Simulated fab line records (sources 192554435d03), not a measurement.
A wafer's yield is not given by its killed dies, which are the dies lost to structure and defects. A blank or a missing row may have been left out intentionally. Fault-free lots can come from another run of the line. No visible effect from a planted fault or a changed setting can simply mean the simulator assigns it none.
Which tool is to blame? || flow n5Finfet || 21 lots, 63 wafers sampled, at 1 step of a route of 1938

## WHAT THE GAUGES SHOWED, per wafer
N5_BEOL_M1_OVL_MEAS_12.
{"lot": "L074", "measured": "day 6 06:16", "on": "overlay-01", "M1_OVL (nm)": "-0.5 -0.7 -1.6"}
{"lot": "L075", "measured": "day 6 12:48", "on": "overlay-02", "M1_OVL (nm)": "-0.7 0.3 -0.6"}
{"lot": "L077", "measured": "day 6 17:09", "on": "overlay-01", "M1_OVL (nm)": "0.2 -0.6 -1.3"}
{"lot": "L076", "measured": "day 6 18:44", "on": "overlay-01", "M1_OVL (nm)": "-0.8 0.1 -1.4"}
{"lot": "L078", "measured": "day 7 05:49", "on": "overlay-01", "M1_OVL (nm)": "-0.6 -0.3 0.0"}
{"lot": "L079", "measured": "day 7 09:38", "on": "overlay-02", "M1_OVL (nm)": "-0.8 -1.2 -1.1"}
{"lot": "L080", "measured": "day 7 15:41", "on": "overlay-02", "M1_OVL (nm)": "-1.3 -1.0 -0.9"}
{"lot": "L081", "measured": "day 7 21:25", "on": "overlay-01", "M1_OVL (nm)": "-0.4 -0.1 0.3"}
{"lot": "L082", "measured": "day 8 07:04", "on": "overlay-01", "M1_OVL (nm)": "0.1 1.0 0.1"}
{"lot": "L083", "measured": "day 8 07:15", "on": "overlay-01", "M1_OVL (nm)": "0.1 0.0 -0.1"}
{"lot": "L084", "measured": "day 8 10:53", "on": "overlay-01", "M1_OVL (nm)": "0.2 -0.5 0.5"}
{"lot": "L086", "measured": "day 9 06:07", "on": "overlay-02", "M1_OVL (nm)": "-0.4 0.3 -0.4"}
{"lot": "L088", "measured": "day 9 15:52", "on": "overlay-02", "M1_OVL (nm)": "0.4 0.9 0.6"}
{"lot": "L090", "measured": "day 10 09:10", "on": "overlay-01", "M1_OVL (nm)": "-0.9 -0.6 0.9"}
{"lot": "L091", "measured": "day 10 20:29", "on": "overlay-02", "M1_OVL (nm)": "-0.5 -0.3 -0.4"}
{"lot": "L092", "measured": "day 11 06:22", "on": "overlay-01", "M1_OVL (nm)": "0.1 0.1 0.6"}
{"lot": "L094", "measured": "day 11 10:50", "on": "overlay-01", "M1_OVL (nm)": "-1.9 -0.8 -1.1"}
{"lot": "L093", "measured": "day 11 11:04", "on": "overlay-02", "M1_OVL (nm)": "0.0 -0.4 -0.5"}
{"lot": "L095", "measured": "day 11 14:28", "on": "overlay-01", "M1_OVL (nm)": "1.3 0.8 0.2"}
{"lot": "L096", "measured": "day 11 19:02", "on": "overlay-01", "M1_OVL (nm)": "0.0 -0.5 0.8"}
{"lot": "L097", "measured": "day 12 10:03", "on": "overlay-01", "M1_OVL (nm)": "0.9 0.9 0.8"}

## TOOL THAT RAN EACH LOT (tool first, then ch and the chambers of the sampled wafers, then the start)
There is no process step in the record ahead of these readings.

## WHAT THE TOOLS THEMSELVES READ (means of the sampled wafers that have a number; where no wafer has one, the mark that the record gives instead)
The record holds no such reading with a usual standard deviation.

## THE ANSWER, worked out from the rows above alone
Rule: what is usual is taken from the lots themselves. The widest of any qualifying gaps counts: lots, ordered by their means at a reading, are off when they make up no more than a third of the lots, leave a main group of 4 or more, and stand apart from it by 3 or more times the standard deviation of that group's means. A main group whose means are all the same, to the digits that the tables above print for the reading, isn't used. Also off: a lot with no number at a reading for which 4 or more lots have one. Where the step has rows for the other lots, those lots are counted as sound. Order of review: gauges by route order, followed by the tools' own readings, for which a lot's mean as printed above is used. At the first step where some lot is off, the reading lying furthest off is the one used; lots without a number count as furthest.
Across all readings shown, no lot is off: no conclusion can be drawn from this.

## WHAT THE SIMULATOR PUT IN
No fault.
